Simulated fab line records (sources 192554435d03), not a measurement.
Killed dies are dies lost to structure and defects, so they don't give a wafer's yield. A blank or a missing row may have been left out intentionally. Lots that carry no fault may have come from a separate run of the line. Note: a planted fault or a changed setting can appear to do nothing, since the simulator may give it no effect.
8D (eight disciplines) problem report, filled in by code    flow n5Finfet    the parts of the form that need people (team, actions taken, sign-off) are left out

== 1. THE PROBLEM ==
oesProductAu at N5_BEOL_M5_ETCH_41 reads a mean of 1.23 a.u. on 1 wafer of 1 lot; wafers without a fault read 0.81 a.u. with a standard deviation of 0.088. Measured from the usual mean, that is +4.8 standard deviations.
The step: etches SiCN in CH3F/O2, target depth 31.5 nm, time 56.7 s.
First seen on wafer L892.1, day 14 22:51, on rieDiel-02. At this step, 32 wafers from 11 lots have a number in the record. By rule, "out" or "out of limits" means more than 4 standard deviations away from the usual mean. All remaining wafers that have a number are taken as sound.

== 2. WHAT IT IS AND WHAT IT IS NOT ==
question                     is                 is not
which readings at this step  oesProductAu       biasW, chamberPressureMTorr, drypumpMotorCurrentA, rfVppV, showerheadPlenumPTorr
which lots                   L892               L875, L877, L878, L879, L881, L884, L885, L887, L888, L898
which wafers of those lots   L892.1             L892.2
read on which tools          rieDiel-02         rieDiel-05, rieDiel-06
when                         from day 14 22:51  up to then (28 sound wafers); but 3 sound wafers of L898 came after

== 3. WHAT RULES OUT EACH SUSPECT ==
Counting: any tool at a process step up to the reading remains a suspect provided it ran every lot that is out. Sound lots after the first of them don't rule it out here, since some wafers of a struck lot are sound.
- rieDiel-02 at N5_BEOL_M5_ETCH_41 (etches SiCN in CH3F/O2, target depth 31.5 nm, time 56.7 s): kept. The lot that is out, L892, ran on it at day 14 22:51; the last sound lot it ran before that was L888, at day 13 06:48. Its own oesProductAu readings are out on those wafers.
- Within rieDiel-02 at N5_BEOL_M5_ETCH_41: the wafers that are out ran in chamber 0; their sound lot-mates ran in chamber 1.
After counting, what remains is rieDiel-02 at N5_BEOL_M5_ETCH_41.

== 4. THE CAUSE (what the simulator had put in) ==
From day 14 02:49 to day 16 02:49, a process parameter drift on rieDiel-02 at N5_BEOL_M5_ETCH_41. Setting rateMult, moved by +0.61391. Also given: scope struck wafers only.
This tool alone remained once counting was done.

== 5. THE EFFECT CHAIN, in route order ==
Each row: a reading whose mean over the struck wafers that have a number lies more than 3 standard deviations from the usual. Only readings whose record carries a usual standard deviation are examined. hours: median over the lots of the time between each lot's start at the first step of this table that gives one and its start at this step. sigmas: the change, counted in usual standard deviations.
hours  step                reading       usual      on struck wafers  change  sigmas
0      N5_BEOL_M5_ETCH_41  oesProductAu  0.81 a.u.  1.23              +0.42   +4.8
Its process steps:
- N5_BEOL_M5_ETCH_41: etches SiCN in CH3F/O2, target depth 31.5 nm, time 56.7 s.
At these later measuring or inspecting steps, every struck wafer for which the step has a row has a number for every such reading, and none has moved that far: N5_BEOL_M5_OCD_MEAS_38.

== 6. HOW IT WOULD HAVE BEEN CAUGHT EARLIER ==
The fault began at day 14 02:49; the first out-of-limits reading in this record came at day 14 22:51, 20 hours later.
